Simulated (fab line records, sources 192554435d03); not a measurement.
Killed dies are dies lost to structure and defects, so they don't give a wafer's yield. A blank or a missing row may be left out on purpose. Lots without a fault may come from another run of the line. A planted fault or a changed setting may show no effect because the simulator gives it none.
fab line records | flow n5_finfet
record lots=7 wafers=39
route steps=1938 shown SD_EPI_P@312 GATE_CUT@466 MOL_CONTACT_COAG@608 BEOL_M0_SAQP@672 BEOL_M5@1160
start_h: hours from the record's first day to the start of the lot's first wafer shown | wait_h: hours since the lot's step before | " the same as in the row above | L1.1+2: a row that stands for several wafers | - no value, or no start given | * or withheld: withheld | < > ~ a bound
route shown NAME@n: a module of which the file shows steps, and the number in the route of the first | usual: mean/standard deviation of fault-free wafers | same: alike in all rows | chamber/n: place in a boat | sites: the reading at each site | _std_site: their standard deviation | _edge_site: outer sites' mean less inner sites' | radius_mm: how far each site lies from the wafer's centre | mask NAME#n: copy n | behind: the tool/chamber that last shaped the wafer | hold: why the lot was held/for how many hours/how that ended | device: the transistor (n, p or np) that didn't switch | end of line: the same wafers' tests at the end of the route | a step without rows: its recipe alone | killed: dies lost to structure and defects at the first sort, not the wafer's yield | map: a wafer's dies, x killed, . not, _ none there
set.NAME: the setting as run; set.NAME@STEP: as run at that earlier step | model.NAME: the simulator's own value behind a step, which no gauge read
lots whose settings were changed on purpose; a table a step, a row a wafer
## steps
# step N5_SD_EPI_P_ETCH_16
# recipe chemistry=CHF3/O2 target=SiO2 target_depth_a=50 mask_material=SOC pressure_mtorr=30 source_w=650 bias_w=170 Ar_flow_sccm=200 CHF3_flow_sccm=50 O2_flow_sccm=5 ion_energy_ev=200
# columns lot.wafer tool chamber start_h wait_h set.target_depth_a model.etch.depth_nm
L078.1 rie_diel-03 0 78.14 0.1 50 5.177
L078.2 " 3 " " 76.8 7.692
L078.3 " 2 " " 76.8 7.805
L078.4 " 1 " " 76.8 7.589
L078.5 " 2 " " 50 5.105
L078.6 " 3 " " 50 5.065
L081.1 rie_diel-03 0 97.10 0.1 50 5.09
L081.2 " 3 " " 61.23 6.097
L081.3 " 1 " " 50 4.858
L081.4 " 2 " " 61.23 6.217
L081.5 " 0 " " 50 5.123
L081.6 " 1 " " 61.23 5.911
L086.1 rie_diel-03 0 127.51 0.1 24.23 2.472
L086.2 " 3 " " 50 4.979
L086.3 " 1 " " 50 4.809
L086.4 " 2 " " 24.23 2.447
L086.5 " 3 " " 24.23 2.422
L086.6 " 0 " " 50 5.128
L087.1 rie_diel-03 3 133.01 0.1 50 4.994
L087.2 " 2 " " 50 5.044
L087.3 " 0 " " 50 5.108
L087.4 " 1 " " 50 4.765
L087.5 " 3 " " 50 5.004
L087.6 " 0 " " 50 5.093
L089.1 rie_diel-06 1 146.09 0.1 50 5.009
L089.2 " 2 " " 50 5.07
L089.3 " 0 " " 50 5.004
L090.1 rie_diel-05 3 151.75 0.1 50 5.105
L090.2 " 2 " " 50 5.006
L090.3 " 1 " " 50 5.025
L090.4 " 0 " " 50 4.936
L090.5 " 3 " " 50 5.132
L090.6 " 0 " " 50 4.954
L096.1 rie_diel-03 2 187.25 0.1 50 5.039
L096.2 " 0 " " 41.87 4.24
L096.3 " 1 " " 41.87 4.02
L096.4 " 1 " " 50 4.781
L096.5 " 2 " " 50 4.994
L096.6 " 0 " " 41.87 4.231
# step N5_GATE_CUT_ETCH_56
# recipe chemistry=Cl2/Ar target=TiN target_depth_a=216 pressure_mtorr=10 icp_w=600 bias_w=60 Cl2_flow_sccm=40 Ar_flow_sccm=60
# columns lot.wafer tool chamber start_h wait_h set.target_depth_a model.etch.depth_nm
L078.1 rie_metal-02 1 104.08 0.1 216 20.86
L078.2 " 0 " " 265.6 25.46
L078.3 " 1 " " 216 20.69
L078.4 " 0 " " 265.6 25.22
L078.5 " 1 " " 216 20.81
L078.6 " 0 " " 265.6 25.37
L081.1 rie_metal-03 1 124.56 0.2 133.2 13.06
L081.2 " 1 " " 216 21.19
L081.3 " 1 " " 216 20.98
L081.4 " 1 " " 133.2 13.03
L081.5 " 1 " " 133.2 13.07
L081.6 " 1 " " 216 21.36
L086.1 rie_metal-02 1 152.94 0.1 90.94 8.788
L086.2 " 0 " " 216 20.57
L086.3 " 1 " " 216 20.7
L086.4 " 0 " " 90.94 8.719
L086.5 " 0 " " 216 20.67
L086.6 " 1 " " 90.94 8.878
L087.1 rie_metal-03 0 158.33 0.1 96.94 10.26
L087.2 " 1 " " 96.94 9.609
L087.3 " 0 " " 216 22.65
L087.4 " 1 " " 216 21.52
L087.5 " 1 " " 216 21.43
L087.6 " 0 " " 96.94 10.15
L089.1 rie_metal-03 1 171.80 0.1 216 21.11
L089.2 " 0 " " 216 22.22
L089.3 " 0 " " 216 22.27
L090.1 rie_metal-03 0 175.88 0.1 216 22.64
L090.2 " 1 " " 216 21.5
L090.3 " 1 " " 216 21.29
L090.4 " 0 " " 216 22.61
L090.5 " 0 " " 216 22.69
L090.6 " 1 " " 216 21.31
L096.1 rie_metal-03 0 213.56 0.1 216 22.3
L096.2 " 1 " " 216 21.29
L096.3 " 1 " " 285.7 28.11
L096.4 " 0 " " 285.7 29.36
L096.5 " 1 " " 216 21.32
L096.6 " 0 " " 285.7 29.59
# step N5_MOL_CONTACT_COAG_ALD_133
# recipe material=SiO2 target_thk_a=50 temp_c=100 ald_precursor_family=BDEAS ald_co_reactant=O2-plasma pulse_time_s=1 co_reactant_pulse_time_s=1 purge_time_s=2 co_reactant_purge_time_s=2 ald_cycles=35 pressure_torr=2
# columns lot.wafer tool chamber start_h wait_h set.ald_cycles model.SiO2_of_MOL_CONTACT_COAG_ALD_133.thk_nm
L078.1+2+3+4+5+6 ald_sin-04 3,0,1,2,3,0 125.12 0.1 35 5
L081.1+3+4 ald_sin-02 1,0,2 145.74 0.2 35 5
L081.2+5 " 3 " " 51 7.2
L081.6 " 0 " " 51 7.4
L086.1+2+5 ald_sin-04 1,0,2 174.87 0.1 53 7.6
L086.3+4+6 " 3,2,3 " " 35 5
L087.1+2+3+4+5+6 ald_sin-03 0,1,3,2,1,0 182.24 0.1 35 5
L089.1+2+3 ald_sin-03 3,1,2 191.09 0.1 35 5
L090.1+2+3 ald_sin-02 2,1,0 195.31 0.1 44 6.2
L090.4+5+6 " 3,1,0 " " 35 5
L096.1+3+6 ald_sin-03 1,0,3 233.30 0.1 35 5
L096.2+4+5 " 2,3,0 " " 25 3.6
# step N5_BEOL_M0_SAQP_ETCH_106
# recipe chemistry=N2/H2 target=SOC target_depth_a=1500 stop_on=SiNx ion_energy_ev=100 bias_w=61 pressure_mtorr=30 source_w=850 n2_flow_sccm=200 h2_flow_sccm=200
# columns lot.wafer tool chamber start_h wait_h set.target_depth_a model.SOC_of_BEOL_M0_SAQP_COAT_105.thk_nm
L078.1 rie_diel-05 2 137.10 - 1500 25.4
L078.2 " 3 " " 1500 21.2
L078.3 " 0 " " 1768 12.8
L078.4 " 1 " " 1768 11.2
L078.5 " 2 " " 1768 12.6
L078.6 " 3 " " 1500 22.4
L081.1 rie_diel-05 3 155.60 - 1500 20.8
L081.2 " 1 " " 1500 25.2
L081.3 " 2 " " 1500 25.6
L081.4 " 1 " " 1500 24.8
L081.5 " 3 " " 1500 21.4
L081.6 " 2 " " 1500 25.8
L086.1 rie_diel-06 1 186.56 - 1500 25
L086.2 " 0 " " 1500 25.8
L086.3 " 2 " " 1500 23.2
L086.4 " 3 " " 1893 3.6
L086.5 " 2 " " 1893 3
L086.6 " 1 " " 1893 3.8
L087.1 rie_diel-06 3 192.88 - 1500 24.2
L087.2 " 2 " " 1500 22.8
L087.3 " 1 " " 1500 24.4
L087.4 " 0 " " 1500 25.4
L087.5 " 2 " " 1500 22.6
L087.6 " 1 " " 1500 23.8
L089.1 rie_diel-03 0 200.43 - 1500 21
L089.2 " 1 " " 1500 28.2
L089.3 " 2 " " 1500 22
L090.1 rie_diel-06 1 204.87 - 746.8 61
L090.2 " 2 " " 746.8 60.6
L090.3 " 3 " " 1500 21.8
L090.4 " 0 " " 1500 24.2
L090.5 " 1 " " 1500 22.4
L090.6 " 0 " " 746.8 61.8
L096.1 rie_diel-06 2 243.99 - 1500 20.6
L096.2 " 0 " " 762.8 62
L096.3 " 1 " " 1500 23
L096.4 " 3 " " 1500 22
L096.5 " 3 " " 762.8 60.6
L096.6 " 2 " " 762.8 60
# step N5_BEOL_M0_SAQP_ETCH_107
# recipe chemistry=CH3F/O2 target=SiNx target_depth_a=300 mask_material=SOC pressure_mtorr=30 source_w=395 bias_w=73 Ar_flow_sccm=150 CH3F_flow_sccm=30 O2_flow_sccm=20 ion_energy_ev=120
# columns lot.wafer tool chamber start_h wait_h set.target_depth_a@BEOL_M0_SAQP_ETCH_106 model.SOC_of_BEOL_M0_SAQP_COAT_105.thk_nm
L078.1 rie_diel-05 2 137.16 0.0 1500 14.6
L078.2 " 3 " " 1500 10.2
L078.3 " 0 " " 1768 2
L078.4 " 1 " " 1768 0.2
L078.5 " 2 " " 1768 1.8
L078.6 " 3 " " 1500 11.2
L081.1 rie_diel-05 3 155.66 0.0 1500 9.8
L081.2 " 1 " " 1500 14.6
L081.3+6 " 2 " " 1500 14.8
L081.4 " 1 " " 1500 14
L081.5 " 3 " " 1500 10.4
L086.1 rie_diel-06 1 186.62 0.0 1500 14
L086.2 " 0 " " 1500 14.8
L086.3 " 2 " " 1500 12
L086.4+5+6 " 3,2,1 " " 1893 0
L087.1+3 rie_diel-06 3,1 192.94 0.0 1500 13.4
L087.2 " 2 " " 1500 11.8
L087.4 " 0 " " 1500 14.6
L087.5 " 2 " " 1500 11.6
L087.6 " 1 " " 1500 13
L089.1 rie_diel-03 0 200.49 0.0 1500 10
L089.2 " 1 " " 1500 17.8
L089.3 " 2 " " 1500 11
L090.1 rie_diel-06 1 204.93 0.0 746.8 50
L090.2 " 2 " " 746.8 49.4
L090.3 " 3 " " 1500 10.8
L090.4 " 0 " " 1500 13.2
L090.5 " 1 " " 1500 11.4
L090.6 " 0 " " 746.8 50.8
L096.1 rie_diel-06 2 244.05 0.0 1500 9.4
L096.2 " 0 " " 762.8 51
L096.3 " 1 " " 1500 12
L096.4 " 3 " " 1500 11
L096.5 " 3 " " 762.8 49.6
L096.6 " 2 " " 762.8 48.6
# step N5_BEOL_M5_TRENCH_ETCH_37
# recipe chemistry=C4F6/O2 target_depth_a=716.52 target=SiCOH_lowk time_s=24.7 ion_energy_ev=250 pressure_mtorr=30 source_w=345 bias_w=185 Ar_flow_sccm=300 C4F6_flow_sccm=10 O2_flow_sccm=10
# columns lot.wafer tool chamber start_h wait_h set.time_s model.etch.depth_nm model.BEOL_M5.feature_depth_nm model.TiN_of_BEOL_M5_HM_DEP_02.thk_nm
L078.1 rie_diel-06 1 - - 17.39 50.58 50.6 19
L078.2 " 2 " " 17.39 50.85 50.8 18.4
L078.3 " 3 " " 24.7 71.65 71.6 17.8
L078.4 " 0 " " 24.7 71.8 71.8 18
L078.5 " 3 " " 17.39 50.62 50.6 18.4
L078.6 " 2 " " 24.7 72.47 72.4 17.8
L081.1 rie_diel-05 3 - - 24.7 73.05 73 17.8
L081.2 " 1 " " 24.7 71.54 71.6 17.6
L081.3 " 2 " " 24.7 70.92 71 17.8
L081.4 " 0 " " 24.7 71.27 71.2 17.8
L081.5 " 3 " " 24.7 73.62 73.6 17.4
L081.6 " 0 " " 24.7 70.9 71 17.8
L086.1 rie_diel-06 0 - - 24.7 70.68 70.6 18.4
L086.2 " 3 " " 24.7 72.38 72.4 18
L086.3 " 2 " " 24.7 72.73 72.8 18
L086.4 " 1 " " 24.7 72.44 72.4 17.8
L086.5 " 3 " " 24.7 72.03 72 17.6
L086.6 " 0 " " 24.7 70.4 70.4 18
L087.1 rie_diel-06 0 - - 24.7 70.58 70.6 17.4
L087.2 " 1 " " 12.2 35.16 35.2 18.6
L087.3 " 3 " " 12.2 35.81 35.8 18.8
L087.4 " 3 " " 12.2 35.72 35.8 18.6
L087.5 " 0 " " 24.7 71.53 71.6 17.6
L087.6 " 1 " " 24.7 71.21 71.2 17.8
L089.1 rie_diel-05 2 - - 24.7 70.36 70.4 18.2
L089.2 " 0 " " 24.7 71.13 71.2 18
L089.3 " 3 " " 24.7 73.99 74 17.8
L090.1 rie_diel-05 3 - - 38.94 114.5 114.4 17
L090.2 " 1 " " 24.7 70.93 71 17.8
L090.3 " 2 " " 38.94 109.8 109.8 16.6
L090.4 " 0 " " 24.7 71.19 71.2 18.2
L090.5 " 1 " " 24.7 70.79 70.8 17.8
L090.6 " 2 " " 38.94 110.1 110 17.2
L096.1 rie_diel-06 2 - - 24.7 72.44 72.4 17.6
L096.2 " 1 " " 24.7 71.2 71.2 18
L096.3 " 0 " " 31.75 88.77 88.8 17.2
L096.4 " 3 " " 31.75 90.65 90.6 17.2
L096.5 " 3 " " 24.7 70.44 70.4 18
L096.6 " 0 " " 31.75 89.47 89.4 17.2
# step N5_BEOL_M5_ETCH_41
# recipe chemistry=CH3F/O2 target=SiCN target_depth_a=315 taper_deg=2 time_s=56.7 ion_energy_ev=120 mask_material=TiN pressure_mtorr=30 source_w=395 bias_w=75 Ar_flow_sccm=150 CH3F_flow_sccm=30 O2_flow_sccm=20
# step N5_BEOL_M5_STRIP_91
# recipe chemistry=N2/H2 time_s=10 power_w=450 temp_c=40 pressure_mtorr=20 rf_frequency_hz=6e+07 bias_power_w=7 n2_flow_sccm=200 h2_flow_sccm=200
# step N5_BEOL_M5_OCD_MEAS_38
# usual trench_depth_nm=71.5/1.2
# columns lot.wafer tool chamber start_h wait_h set.time_s@BEOL_M5_TRENCH_ETCH_37 trench_depth_nm
L078.1 ocd-01 - 203.80 - 17.39 50.8
L078.2 " - " " 17.39 50.5
L078.3 " - " " 24.7 71.5
L078.4 " - " " 24.7 71.7
L078.5 " - " " 17.39 50.3
L078.6 " - " " 24.7 72.9
L081.1 ocd-01 - 223.89 - 24.7 72.7
L081.2 " - " " 24.7 71.4
L081.3 " - " " 24.7 71.0
L081.4 " - " " 24.7 71.6
L081.5 " - " " 24.7 73.7
L081.6 " - " " 24.7 71.2
L086.1 ocd-02 - 251.59 - 24.7 71.2
L086.2 " - " " 24.7 72.4
L086.3 " - " " 24.7 72.0
L086.4 " - " " 24.7 72.4
L086.5 " - " " 24.7 71.8
L086.6 " - " " 24.7 70.5
L087.1 ocd-01 - 254.07 - 24.7 70.5
L087.2 " - " " 12.2 35.0
L087.3 " - " " 12.2 35.7
L087.4 " - " " 12.2 35.6
L087.5 " - " " 24.7 71.6
L087.6 " - " " 24.7 71.8
L089.1 ocd-01 - 284.47 - 24.7 70.1
L089.2 " - " " 24.7 70.7
L089.3 " - " " 24.7 74.1
L090.1 ocd-01 - 285.00 - 38.94 114.4
L090.2 " - " " 24.7 70.9
L090.3 " - " " 38.94 110.0
L090.4 " - " " 24.7 71.3
L090.5 " - " " 24.7 70.9
L090.6 " - " " 38.94 109.9
L096.1 ocd-02 - 316.76 - 24.7 72.3
L096.2 " - " " 24.7 71.3
L096.3 " - " " 31.75 88.6
L096.4 " - " " 31.75 90.6
L096.5 " - " " 24.7 70.3
L096.6 " - " " 31.75 89.8
# step N5_BEOL_M5_HM_STRIP_39
# recipe chemistry=peroxide_tin_strip material=TiN target_depth_a=250 temp_c=50 time_s=158
# step N5_BEOL_M5_SRD_40
# recipe time_s=30 temp_c=23 rinse_liquid=diw dry=ipa_marangoni
# step N5_BEOL_M5_ECD_50
# recipe material=Cu target_thk_a=3000
# step N5_BEOL_M5_ANNEAL_51
# recipe temp_c=225 time_s=90 ambient=N2
# step N5_BEOL_M5_CMP_52
# recipe stop_on=SiCOH_lowk t_overpolish_s=6.9 down_force_psi=1 platen_rpm=50 clearing_platen_down_force_psi=1.5 clearing_platen_rpm=50 post_cmp_clean=cu_alkaline target_thk_nm=62 clearing_platen_pad_velocity_m_s=0.99484 pad_velocity_m_s=0.99484
# columns lot.wafer tool chamber start_h wait_h set.time_s@BEOL_M5_TRENCH_ETCH_37 model.Cu_of_BEOL_M5_ECD_50.thk_nm
L078.1 cmp-04 2 210.35 0.3 17.39 40.8
L078.4 " 3 " " 24.7 62
L078.3 " 0 " " 24.7 63.8
L078.2 " 1 " " 17.39 41.4
L078.5 " 2 " " 17.39 41.6
L078.6 " 3 " " 24.7 62.8
L081.2+3 cmp-04 3,0 230.35 0.2 24.7 62.4
L081.1 " 1 " " 24.7 64.2
L081.4 " 2 " " 24.7 62.2
L081.5 " 3 " " 24.7 64
L081.6 " 0 " " 24.7 63.6
L086.4 cmp-01 3 259.83 0.2 24.7 62
L086.1 " 0 " " 24.7 60.6
L086.2 " 1 " " 24.7 62.6
L086.3 " 2 " " 24.7 64.8
L086.6 " 3 " " 24.7 60.4
L086.5 " 0 " " 24.7 61.4
L087.1 cmp-01 3 260.84 0.5 24.7 59.6
L087.3 " 0 " " 12.2 25
L087.2 " 1 " " 12.2 24.8
L087.4 " 2 " " 12.2 27
L087.5 " 3 " " 24.7 60.6
L087.6 " 0 " " 24.7 60
L089.2 cmp-03 2 290.38 0.2 24.7 62.6
L089.1 " 3 " " 24.7 60.4
L089.3 " 0 " " 24.7 63.8
L090.2 cmp-01 3 291.43 0.2 24.7 59.8
L090.3 " 0 " " 38.94 98.4
L090.4 " 1 " " 24.7 60.8
L090.1 " 2 " " 38.94 106
L090.6 " 3 " " 38.94 98.8
L090.5 " 0 " " 24.7 59.6
L096.1 cmp-04 1 324.28 0.3 24.7 61.8
L096.2 " 2 " " 24.7 62.8
L096.4 " 3 " " 31.75 81.2
L096.3 " 0 " " 31.75 80.4
L096.5 " 1 " " 24.7 59.6
L096.6 " 2 " " 31.75 80.2
# step N5_BEOL_M5_THK_MEAS_53
# recipe thk_meas_gauge=xrf reads=Cu_of_BEOL_M5_ECD_50
# usual M5_THK=61.5/1.6
# columns lot.wafer tool chamber start_h wait_h set.time_s@BEOL_M5_TRENCH_ETCH_37 M5_THK[nm]
L078.1 film_metro-01 - 210.64 - 17.39 40.1
L078.2 " - " " 17.39 40.5
L078.3 " - " " 24.7 62.5
L078.4 " - " " 24.7 60.8
L078.5 " - " " 17.39 40.8
L078.6 " - " " 24.7 61.6
L081.1 film_metro-02 - 230.64 - 24.7 64.0
L081.2 " - " " 24.7 62.0
L081.3 " - " " 24.7 61.7
L081.4 " - " " 24.7 61.7
L081.5 " - " " 24.7 63.2
L081.6 " - " " 24.7 62.9
L086.1 film_metro-01 - 260.13 - 24.7 59.4
L086.2 " - " " 24.7 61.3
L086.3 " - " " 24.7 63.8
L086.4 " - " " 24.7 60.9
L086.5 " - " " 24.7 60.4
L086.6 " - " " 24.7 59.4
L087.1 film_metro-02 - 261.14 - 24.7 59.0
L087.2 " - " " 12.2 24.6
L087.3 " - " " 12.2 24.8
L087.4 " - " " 12.2 26.7
L087.5 " - " " 24.7 60.3
L087.6 " - " " 24.7 59.7
L089.1 film_metro-01 - 290.67 - 24.7 59.0
L089.2 " - " " 24.7 61.0
L089.3 " - " " 24.7 62.3
L090.1 film_metro-01 - 291.73 - 38.94 103.9
L090.2 " - " " 24.7 58.5
L090.3 " - " " 38.94 96.4
L090.4 " - " " 24.7 59.3
L090.5 " - " " 24.7 58.4
L090.6 " - " " 38.94 96.6
L096.1 film_metro-01 - 324.58 - 24.7 61.6
L096.2 " - " " 24.7 62.7
L096.3 " - " " 31.75 80.0
L096.4 " - " " 31.75 80.8
L096.5 " - " " 24.7 59.5
L096.6 " - " " 31.75 79.3
# step N5_BEOL_M5_PRE_CLEAN_77
# recipe gas=NH3/H2 time_s=15 temp_c=* rf_power_w=300
# step N5_BEOL_M5_CO_CAP_78
# recipe material=Co target_thk_a=20 temp_c=200 precursor=CCTBA/H2 pressure_torr=30 time_s=102.1
# step N5_BEOL_M5_PRE_CLEAN_55
# recipe gas=NH3 time_s=15 temp_c=withheld rf_power_w=300
# step N5_BEOL_M5_DEP_56
# recipe material=SiCN target_thk_a=80 temp_c=withheld precursor=3MS/NH3 pressure_torr=3 rf_w=202 time_s=14
# step N5_BEOL_M5_RS_MEAS_57
# recipe thk_meas_gauge=four-point-probe reads=Co_of_BEOL_M5_CO_CAP_78+Cu_of_BEOL_M5_ECD_50+Co_of_BEOL_M5_CVD_47+TaN_of_BEOL_M5_ALD_86
# usual M5_RS=0.386/0.012
# columns lot.wafer tool chamber start_h wait_h set.time_s@BEOL_M5_TRENCH_ETCH_37 M5_RS[ohm/sq]
L078.1 film_metro-02 - 210.93 0.1 17.39 0.651
L078.2 " - " " 17.39 0.640
L078.3 " - " " 24.7 0.375
L078.4 " - " " 24.7 0.387
L078.5 " - " " 17.39 0.637
L078.6 " - " " 24.7 0.381
L081.1 film_metro-01 - 230.90 0.0 24.7 0.370
L081.2 " - " " 24.7 0.384
L081.3 " - " " 24.7 0.384
L081.4 " - " " 24.7 0.386
L081.5 " - " " 24.7 0.373
L081.6 " - " " 24.7 0.375
L086.1 film_metro-02 - 260.39 0.0 24.7 0.398
L086.2 " - " " 24.7 0.384
L086.3 " - " " 24.7 0.367
L086.4 " - " " 24.7 0.387
L086.5 " - " " 24.7 0.392
L086.6 " - " " 24.7 0.399
L087.1 film_metro-01 - 261.40 0.0 24.7 0.406
L087.2 " - " " 12.2 1.263
L087.3 " - " " 12.2 1.252
L087.4 " - " " 12.2 1.126
L087.5 " - " " 24.7 0.399
L087.6 " - " " 24.7 0.404
L089.1 film_metro-01 - 291.05 0.1 24.7 0.399
L089.2 " - " " 24.7 0.382
L089.3 " - " " 24.7 0.374
L090.1 film_metro-01 - 292.11 0.1 38.94 0.207
L090.2 " - " " 24.7 0.405
L090.3 " - " " 38.94 0.225
L090.4 " - " " 24.7 0.396
L090.5 " - " " 24.7 0.405
L090.6 " - " " 38.94 0.224
L096.1 film_metro-02 - 324.84 0.0 24.7 0.388
L096.2 " - " " 24.7 0.380
L096.3 " - " " 31.75 0.284
L096.4 " - " " 31.75 0.281
L096.5 " - " " 24.7 0.404
L096.6 " - " " 31.75 0.285
## key
split step=N5_SD_EPI_P_ETCH_16 setting=target_depth_a stated=50 by=wafer
response step=N5_SD_EPI_P_ETCH_16 reading=model.etch.depth_nm change=+0.0484 per=1% r=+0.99
split step=N5_GATE_CUT_ETCH_56 setting=target_depth_a stated=216 by=wafer
response step=N5_GATE_CUT_ETCH_56 reading=model.etch.depth_nm change=+0.212 per=1% r=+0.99
split step=N5_MOL_CONTACT_COAG_ALD_133 setting=ald_cycles stated=35 by=wafer
response step=N5_MOL_CONTACT_COAG_ALD_133 reading=model.SiO2_of_MOL_CONTACT_COAG_ALD_133.thk_nm change=+0.0496 per=1% r=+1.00
split step=N5_BEOL_M0_SAQP_ETCH_106 setting=target_depth_a stated=1500 by=wafer
response step=N5_BEOL_M0_SAQP_ETCH_106 reading=model.SOC_of_BEOL_M0_SAQP_COAT_105.thk_nm change=-0.772 per=1% r=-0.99
response step=N5_BEOL_M0_SAQP_ETCH_107 reading=model.SOC_of_BEOL_M0_SAQP_COAT_105.thk_nm shape=bent at_lowest=50.07 at_stated=12.58 at_highest=0
split step=N5_BEOL_M5_TRENCH_ETCH_37 setting=time_s stated=24.7 by=wafer
response step=N5_BEOL_M5_TRENCH_ETCH_37 reading=model.etch.depth_nm change=+0.698 per=1% r=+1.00
response step=N5_BEOL_M5_TRENCH_ETCH_37 reading=model.BEOL_M5.feature_depth_nm change=+0.697 per=1% r=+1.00
response step=N5_BEOL_M5_TRENCH_ETCH_37 reading=model.TiN_of_BEOL_M5_HM_DEP_02.thk_nm change=-0.0201 per=1% r=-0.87
response step=N5_BEOL_M5_OCD_MEAS_38 reading=trench_depth_nm change=+0.7 per=1% r=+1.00
response step=N5_BEOL_M5_CMP_52 reading=model.Cu_of_BEOL_M5_ECD_50.thk_nm change=+0.699 per=1% r=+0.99
response step=N5_BEOL_M5_THK_MEAS_53 reading=M5_THK change=+0.689 per=1% r=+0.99
response step=N5_BEOL_M5_RS_MEAS_57 reading=M5_RS shape=bent at_lowest=1.214 at_stated=0.388 at_highest=0.218
